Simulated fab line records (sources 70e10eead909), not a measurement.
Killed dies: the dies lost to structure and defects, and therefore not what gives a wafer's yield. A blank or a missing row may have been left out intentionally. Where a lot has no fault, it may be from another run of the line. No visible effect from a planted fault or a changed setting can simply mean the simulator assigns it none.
The same fault as seen by 2 desks    flow nand_harc    every desk sees just its own numbers, and what lay behind them comes last

THE TOOL OWNER'S DESK: litho_track-04
The tool's own readings at NHARC_P_M0_PEB_07 (peb time 65 s): means of the sampled wafers that have a number, for each lot that ran on this tool. Marked OUT: a lot whose mean sits more than 4 standard deviations from the usual mean, which makes it out of limits; the brackets give that distance.
Columns: A = heater_power_total_W at NHARC_P_M0_PEB_07, usual 156.6 W; B = plate_temp_C at NHARC_P_M0_PEB_07, usual 99.98 C
lot   first seen here  A                 B
L401  day 6 06:24      156.7             99.98
L405  day 7 05:33      156.8             99.91
L406  day 7 06:28      156.8             99.82
L408  day 7 16:13      156.8             100.04
L411  day 8 13:11      152.4 (-10) OUT   98.10 (-14) OUT
L413  day 9 01:26      152.7 (-9.3) OUT  98.03 (-15) OUT
This desk's verdict: out of limits on L411, L413, starting with L411 at day 8 13:11 (heater_power_total_W at NHARC_P_M0_PEB_07). In limits: L401, L405, L406, L408.

METROLOGY DESK
Means of the sampled wafers that have a number, per lot and without regard to the tool the lot ran on: this is what the gauges read. Marked OUT: a lot whose mean sits more than 4 standard deviations from the usual mean, which makes it out of limits; the brackets give that distance.
Columns: A = cd_nm at NHARC_P_M0_CD_MEAS_09, usual 90.0 nm; B = cd_nm at NHARC_P_M0_CD_MEAS_16, usual 90.1 nm
lot   first seen here  A               B
L401  day 6 06:29      89.6            90.1
L405  day 7 05:38      90.4            90.2
L406  day 7 06:32      89.9            90.4
L408  day 7 16:18      90.4            90.0
L411  day 8 13:16      82.5 (-12) OUT  82.4 (-10) OUT
L412  day 9 00:58      89.3            89.9
L413  day 9 01:31      82.5 (-12) OUT  83.0 (-9.2) OUT
L415  day 9 19:46      90.1            90.2
L418  day 10 11:08     90.5            90.2
L421  day 11 01:39     89.2            89.9
L422  day 11 06:16     90.0            89.5
This desk's verdict: out of limits on L411, L413, starting with L411 at day 8 13:16 (cd_nm at NHARC_P_M0_CD_MEAS_09). In limits: L401, L405, L406, L408, L412, L415, L418, L421, L422.

TAKEN TOGETHER
An alarm could have come from the tool owner's desk at day 8 13:11, on L411, L413.
L411, L413 would have let the metrology desk raise an alarm at day 8 13:16.
NHARC_P_M0_PEB_07 was run on litho_track-04 by each of the lots named.

WHAT THE SIMULATOR PUT IN
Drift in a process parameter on litho_track-04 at NHARC_P_M0_PEB_07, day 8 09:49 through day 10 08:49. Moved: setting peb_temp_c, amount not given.
Lots struck among those shown: L411, L413.
Fault start to first reading out of limits, in hours, per desk: tool owner, 3; metrology, 3.
